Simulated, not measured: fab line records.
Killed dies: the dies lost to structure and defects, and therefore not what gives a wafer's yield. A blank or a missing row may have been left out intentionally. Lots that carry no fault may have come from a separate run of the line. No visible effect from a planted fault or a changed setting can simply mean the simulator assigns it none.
Chamber matching ; flow nand-harc ; rie-diel-02 running NHARC_A_CONTACT_ETCH_88: 4 sister chambers
The step etches the open film in CF4, target depth 39 nm, time 65 s. 16 wafers are shown with their chamber, then 8 later ones without.

WAFERS WITH THEIR CHAMBER
wafer;chamber;showerhead-plenum-p-Torr (Torr);oes-product-au (a.u.);rf-vpp-V (V)
L750.2;2;1.65;0.996;150.0
L750.4;3;1.83;0.983;152.0
L750.6;1;1.82;1.024;149.9
L749.1;1;1.82;1.018;153.1
L749.2;0;1.83;1.000;151.3
L749.4;3;1.83;0.988;151.9
L751.2;2;1.65;0.992;149.4
L751.3;1;1.82;1.012;151.7
L751.6;3;1.83;0.999;152.5
L752.2;0;1.83;1.002;151.4
L752.4;0;1.83;1.000;153.2
L752.6;1;1.82;1.009;151.0
L754.1;2;1.65;1.000;149.7
L754.5;1;1.82;1.013;151.6
L754.6;0;1.82;1.001;152.7
L764.2;3;1.83;0.983;151.9

SIGNATURES, as means of the wafers listed above
reading;chamber 0;chamber 1;chamber 2;chamber 3;scatter within a chamber
showerhead-plenum-p-Torr;1.8275;1.8200;1.6500;1.8300;0.0025
oes-product-au;1.00075;1.01520;0.99600;0.98825;0.00536
rf-vpp-V;152.150;151.460;149.700;152.075;0.843
Rule: for each reading, subtract the chamber's mean from the wafer's reading, divide by that reading's scatter and square the result; add these up over the readings and take the root, which gives the wafer's distance from the chamber. The wafer belongs to the nearest chamber; if the next one is less than 2 further off, it can't be placed. The scatter: take each reading less its chamber's mean, square it, sum over the shown wafers, divide by the number of wafers less the number of chambers, and take the root.

WAFERS WITHOUT THEIR CHAMBER
wafer;showerhead-plenum-p-Torr (Torr);oes-product-au (a.u.);rf-vpp-V (V)
L764.3;1.64;0.992;149.2
L764.6;1.83;0.982;150.9
L768.1;1.82;0.990;150.6
L768.2;1.64;0.996;148.9
L768.5;1.82;0.980;152.9
L767.1;1.64;1.003;151.1
L767.2;1.82;0.998;151.8
L767.5;1.82;0.990;150.8

CHAMBER TAKEN BY EACH
wafer;from the rows above;in truth
L764.3;2;2
L764.6;3;3
L768.1;can't be placed: 0 or 3 or 1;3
L768.2;2;2
L768.5;can't be placed: 3 or 0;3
L767.1;2;2
L767.2;can't be placed: 0 or 1 or 3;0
L767.5;can't be placed: 0 or 3 or 1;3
4 of 8 placed correctly. These rows do not allow placing 4 (true chamber among the candidates in 4). Number placed wrongly: 0.
